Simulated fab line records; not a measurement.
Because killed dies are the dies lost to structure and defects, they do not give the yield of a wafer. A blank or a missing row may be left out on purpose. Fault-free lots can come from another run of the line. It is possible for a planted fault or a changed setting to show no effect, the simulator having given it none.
Chamber matching / flow nandHarc / NHARC_A_STAIRCASE_DEP_325 on pecvd-01: 3 sister chambers
The step deposits SiO2, target thk 7200 nm. 14 wafers are shown with their chamber, then 7 later ones without.

## WAFERS PAIRED WITH THEIR CHAMBERS
wafer=L078.3; chamber=2; heaterPowerW (W)=854
wafer=L078.5; chamber=2; heaterPowerW (W)=706
wafer=L078.6; chamber=0; heaterPowerW (W)=547
wafer=L083.1; chamber=0; heaterPowerW (W)=648
wafer=L083.5; chamber=1; heaterPowerW (W)=633
wafer=L083.6; chamber=0; heaterPowerW (W)=511
wafer=L086.1; chamber=1; heaterPowerW (W)=727
wafer=L086.2; chamber=2; heaterPowerW (W)=697
wafer=L086.4; chamber=2; heaterPowerW (W)=654
wafer=L088.1; chamber=0; heaterPowerW (W)=585
wafer=L088.5; chamber=1; heaterPowerW (W)=645
wafer=L088.6; chamber=2; heaterPowerW (W)=649
wafer=L090.2; chamber=0; heaterPowerW (W)=586
wafer=L090.4; chamber=1; heaterPowerW (W)=633

SIGNATURES (averages over the wafers above)
reading=heaterPowerW; chamber 0=575.40; chamber 1=659.50; chamber 2=712.00; scatter within a chamber=63.5
Rule: distance of a wafer from a chamber = root of the sum over the readings of ((wafer's reading minus chamber's mean) / reading's scatter) squared. The wafer belongs to the nearest chamber; if the next one is less than 2 further off, it can't be placed. The scatter is the square root of a quotient: the sum, over the shown wafers, of each reading's squared deviation from its chamber's mean, divided by wafers minus chambers.

## WAFERS WHOSE CHAMBER IS MISSING
wafer=L090.6; heaterPowerW (W)=502
wafer=L091.1; heaterPowerW (W)=812
wafer=L091.2; heaterPowerW (W)=530
wafer=L091.4; heaterPowerW (W)=641
wafer=L097.2; heaterPowerW (W)=526
wafer=L097.4; heaterPowerW (W)=628
wafer=L097.6; heaterPowerW (W)=510

## CHAMBER TAKEN BY EACH
wafer=L090.6; from the rows above=can't be placed: 0 or 1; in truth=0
wafer=L091.1; from the rows above=can't be placed: 2 or 1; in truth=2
wafer=L091.2; from the rows above=can't be placed: 0 or 1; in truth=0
wafer=L091.4; from the rows above=can't be placed: 1 or 0 or 2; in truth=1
wafer=L097.2; from the rows above=can't be placed: 0 or 1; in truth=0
wafer=L097.4; from the rows above=can't be placed: 1 or 0 or 2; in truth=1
wafer=L097.6; from the rows above=can't be placed: 0 or 1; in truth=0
Placed correctly: 0 of 7. From these rows, 7 cannot be placed; in 7 the true chamber is one of the candidates. Number placed wrongly: 0.
